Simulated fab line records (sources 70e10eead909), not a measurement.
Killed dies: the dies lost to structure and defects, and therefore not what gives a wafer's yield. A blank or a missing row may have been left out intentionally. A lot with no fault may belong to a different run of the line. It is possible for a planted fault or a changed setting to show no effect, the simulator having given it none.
Chamber matching :: flow nand harc :: 4 sister chambers for NHARC_A_STAIRCASE_DESCUM_219 on rie diel-11
The step chemistry O2, time 3 s. 22 wafers are shown with their chamber, then 11 later ones without.

WAFERS WITH THEIR CHAMBER
wafer: L075.2
chamber: 2
drypump motor current A (A): 5.3
showerhead plenum p Torr (Torr): 1.85
rf vpp V (V): 56.6

wafer: L075.3
chamber: 0
drypump motor current A (A): 5.9
showerhead plenum p Torr (Torr): 2.05
rf vpp V (V): 58.8

wafer: L075.4
chamber: 3
drypump motor current A (A): 6.2
showerhead plenum p Torr (Torr): 2.07
rf vpp V (V): 59.8

wafer: L076.1
chamber: 2
drypump motor current A (A): 5.3
showerhead plenum p Torr (Torr): 1.85
rf vpp V (V): 55.2

wafer: L076.2
chamber: 0
drypump motor current A (A): 6.0
showerhead plenum p Torr (Torr): 2.05
rf vpp V (V): 56.6

wafer: L076.5
chamber: 3
drypump motor current A (A): 6.2
showerhead plenum p Torr (Torr): 2.06
rf vpp V (V): 57.4

wafer: L079.1
chamber: 0
drypump motor current A (A): 6.0
showerhead plenum p Torr (Torr): 2.04
rf vpp V (V): 58.5

wafer: L079.2
chamber: 2
drypump motor current A (A): 5.3
showerhead plenum p Torr (Torr): 1.85
rf vpp V (V): 57.4

wafer: L079.5
chamber: 1
drypump motor current A (A): 6.3
showerhead plenum p Torr (Torr): 1.89
rf vpp V (V): 58.4

wafer: L078.2
chamber: 0
drypump motor current A (A): 6.0
showerhead plenum p Torr (Torr): 2.04
rf vpp V (V): 59.1

wafer: L078.3
chamber: 1
drypump motor current A (A): 6.3
showerhead plenum p Torr (Torr): 1.89
rf vpp V (V): 57.3

wafer: L078.6
chamber: 1
drypump motor current A (A): 6.3
showerhead plenum p Torr (Torr): 1.89
rf vpp V (V): 58.1

wafer: L080.3
chamber: 2
drypump motor current A (A): 5.3
showerhead plenum p Torr (Torr): 1.84
rf vpp V (V): 57.4

wafer: L080.5
chamber: 1
drypump motor current A (A): 6.3
showerhead plenum p Torr (Torr): 1.89
rf vpp V (V): 58.3

wafer: L080.6
chamber: 0
drypump motor current A (A): 6.0
showerhead plenum p Torr (Torr): 2.04
rf vpp V (V): 57.1

wafer: L081.1
chamber: 2
drypump motor current A (A): 5.3
showerhead plenum p Torr (Torr): 1.84
rf vpp V (V): 57.1

wafer: L081.3
chamber: 0
drypump motor current A (A): 6.0
showerhead plenum p Torr (Torr): 2.04
rf vpp V (V): 57.0

wafer: L081.6
chamber: 0
drypump motor current A (A): 6.0
showerhead plenum p Torr (Torr): 2.04
rf vpp V (V): 57.9

wafer: L083.1
chamber: 0
drypump motor current A (A): 6.0
showerhead plenum p Torr (Torr): 2.04
rf vpp V (V): 57.8

wafer: L083.2
chamber: 3
drypump motor current A (A): 6.2
showerhead plenum p Torr (Torr): 2.06
rf vpp V (V): 58.3

wafer: L083.5
chamber: 2
drypump motor current A (A): 5.3
showerhead plenum p Torr (Torr): 1.84
rf vpp V (V): 56.7

wafer: L084.3
chamber: 3
drypump motor current A (A): 6.2
showerhead plenum p Torr (Torr): 2.06
rf vpp V (V): 58.3

SIGNATURES (averages over the wafers above)
reading: drypump motor current A
chamber 0: 5.987
chamber 1: 6.300
chamber 2: 5.300
chamber 3: 6.200
scatter within a chamber: 0.022

reading: showerhead plenum p Torr
chamber 0: 2.0425
chamber 1: 1.8900
chamber 2: 1.8450
chamber 3: 2.0625
scatter within a chamber: 0.00456

reading: rf vpp V
chamber 0: 57.850
chamber 1: 58.025
chamber 2: 56.733
chamber 3: 58.450
scatter within a chamber: 0.845
Rule: for a wafer and a chamber, the distance is found by dividing, reading by reading, the gap between the wafer's reading and the chamber's mean by the reading's scatter, squaring, summing and taking the root. The wafer belongs to the nearest chamber; if the next one is less than 2 further off, it can't be placed. How the scatter is found: for the shown wafers, subtract from each reading the mean of its chamber, square and add these, divide the total by (wafers less chambers), then take the root.

WAFERS WITHOUT THEIR CHAMBER
wafer: L084.5
drypump motor current A (A): 6.2
showerhead plenum p Torr (Torr): 2.05
rf vpp V (V): 58.8

wafer: L084.6
drypump motor current A (A): 6.0
showerhead plenum p Torr (Torr): 2.04
rf vpp V (V): 58.5

wafer: L086.2
drypump motor current A (A): 5.3
showerhead plenum p Torr (Torr): 1.84
rf vpp V (V): 56.8

wafer: L086.3
drypump motor current A (A): 6.2
showerhead plenum p Torr (Torr): 2.05
rf vpp V (V): 58.9

wafer: L086.6
drypump motor current A (A): 6.3
showerhead plenum p Torr (Torr): 1.89
rf vpp V (V): 57.4

wafer: L090.2
drypump motor current A (A): 6.3
showerhead plenum p Torr (Torr): 1.88
rf vpp V (V): 58.1

wafer: L090.3
drypump motor current A (A): 6.2
showerhead plenum p Torr (Torr): 2.05
rf vpp V (V): 58.6

wafer: L090.6
drypump motor current A (A): 5.3
showerhead plenum p Torr (Torr): 1.84
rf vpp V (V): 58.5

wafer: L092.1
drypump motor current A (A): 5.3
showerhead plenum p Torr (Torr): 1.83
rf vpp V (V): 57.4

wafer: L092.5
drypump motor current A (A): 6.2
showerhead plenum p Torr (Torr): 2.04
rf vpp V (V): 57.4

wafer: L092.6
drypump motor current A (A): 5.3
showerhead plenum p Torr (Torr): 1.83
rf vpp V (V): 57.0

WHICH CHAMBER EACH WENT THROUGH
wafer: L084.5
from the rows above: 3
in truth: 3

wafer: L084.6
from the rows above: 0
in truth: 0

wafer: L086.2
from the rows above: 2
in truth: 2

wafer: L086.3
from the rows above: 3
in truth: 3

wafer: L086.6
from the rows above: 1
in truth: 1

wafer: L090.2
from the rows above: 1
in truth: 1

wafer: L090.3
from the rows above: 3
in truth: 3

wafer: L090.6
from the rows above: 2
in truth: 2

wafer: L092.1
from the rows above: 2
in truth: 2

wafer: L092.5
from the rows above: 3
in truth: 3

wafer: L092.6
from the rows above: 2
in truth: 2
11 of 11 placed correctly. Not placeable from these rows: 0. Number placed wrongly: 0.
